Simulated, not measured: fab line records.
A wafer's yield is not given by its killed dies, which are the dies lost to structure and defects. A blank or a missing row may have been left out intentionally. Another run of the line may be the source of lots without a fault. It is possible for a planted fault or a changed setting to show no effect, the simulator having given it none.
Split-lot study + flow n5 finfet + route with 1938 steps; 7 lots, 21 wafers read

THE SPLIT
At N5_SDB_COAT_05 (resist thk 90 nm), the setting spin rpm was moved away from the recipe's 1500 rpm on 7 of the 21 wafers read, by -9.3% to +9.1%. All remaining wafers had this setting at the recipe value.

FROM THE SPLIT TO THE READING: what the file shows between them, 4 steps
- N5_SDB_EBR_07
- N5_SDB_SOFTBAKE_06: time 60 s
- N5_SDB_EXPOSE_08: exposes mask SDB
- N5_SDB_PEB_09: peb time 60 s

THE READING
CAR-ArF_of_SDB_COAT_05.thk nm (the simulator's own value, which no gauge read), in nm, at N5_SDB_DEVELOP_10 (develop time 30 s). The file gives no usual value for it. Across the 14 wafers here that went through the recipe, the average is 88.5 nm and the standard deviation 0.25 nm.

| wafer  | tool, chamber at the split | spin rpm as run, rpm | against the recipe | CAR-ArF_of_SDB_COAT_05.thk nm, nm | against lot-mates on the recipe |
|--------|----------------------------|----------------------|--------------------|-----------------------------------|---------------------------------|
| L075.2 | litho track-05, 0          | 1500                 | recipe             | 88.6                              | -                               |
| L075.3 | litho track-05, 0          | 1500                 | recipe             | 88.2                              | -                               |
| L075.5 | litho track-05, 0          | 1613                 | +7.5%              | 85.2                              | -3.2                            |
| L076.2 | litho track-02, 0          | 1500                 | recipe             | 88.8                              | -                               |
| L076.3 | litho track-02, 0          | 1500                 | recipe             | 88.6                              | -                               |
| L076.6 | litho track-02, 0          | 1500                 | recipe             | 88.6                              | -                               |
| L080.2 | litho track-04, 0          | 1621                 | +8.1%              | 85.2                              | -3.4                            |
| L080.3 | litho track-04, 0          | 1621                 | +8.1%              | 84.8                              | -3.8                            |
| L080.5 | litho track-04, 0          | 1500                 | recipe             | 88.6                              | -                               |
| L082.3 | litho track-04, 0          | 1500                 | recipe             | 88.4                              | -                               |
| L082.4 | litho track-04, 0          | 1500                 | recipe             | 88.2                              | -                               |
| L082.6 | litho track-04, 0          | 1500                 | recipe             | 88.2                              | -                               |
| L085.2 | litho track-04, 0          | 1568                 | +4.5%              | 86.2                              | -2.2                            |
| L085.3 | litho track-04, 0          | 1500                 | recipe             | 88.6                              | -                               |
| L085.4 | litho track-04, 0          | 1500                 | recipe             | 88.2                              | -                               |
| L086.1 | litho track-02, 0          | 1500                 | recipe             | 88.6                              | -                               |
| L086.4 | litho track-02, 0          | 1636                 | +9.1%              | 84.8                              | -3.8                            |
| L086.5 | litho track-02, 0          | 1636                 | +9.1%              | 84.6                              | -4.0                            |
| L096.1 | litho track-04, 0          | 1500                 | recipe             | 88.8                              | -                               |
| L096.4 | litho track-04, 0          | 1500                 | recipe             | 89                                | -                               |
| L096.6 | litho track-04, 0          | 1360                 | -9.3%              | 93.4                              | +4.5                            |

FIT RESULTS
A straight line over all 21 wafers: CAR-ArF_of_SDB_COAT_05.thk nm changes by -0.457 nm for each +1% of spin rpm; r = -0.99; the points scatter about the line by 0.29 nm.
The same after taking each lot's own level away (the mean of its wafers on the recipe; 21 wafers): -0.449 nm for each +1%; r = -1.00; scatter 0.17 nm.
According to that fit, moving spin rpm by its largest amount changes the reading by 4.2 nm.
The lots' own levels span 88.27 to 88.90 nm, that is 2.6 times the standard deviation above.
Hence the lot-to-lot level has little effect on the slope; both slopes agree.
Check: with one of the wafers moved furthest among these (-9.3%) left out of the fit, the line predicts +4.07 nm for it against its lot-mates. It came out at +4.5 nm against them.

THE WHOLE CHAIN: every reading that the file lists as answering this split, in the file's order
| step              | what it does      | reading                                                                        | change (the file's fit)               | r (the file's) |
|-------------------|-------------------|--------------------------------------------------------------------------------|---------------------------------------|----------------|
| N5_SDB_COAT_05    | resist thk 90 nm  | CAR-ArF_of_SDB_COAT_05.thk nm (the simulator's own value, which no gauge read) | -0.442 nm for each +1% of the setting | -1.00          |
| N5_SDB_DEVELOP_10 | develop time 30 s | CAR-ArF_of_SDB_COAT_05.thk nm (the simulator's own value, which no gauge read) | -0.451 nm for each +1% of the setting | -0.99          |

FILE'S OWN FIT
CAR-ArF_of_SDB_COAT_05.thk nm changes by -0.451 nm for each +1% of spin rpm, r = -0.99.
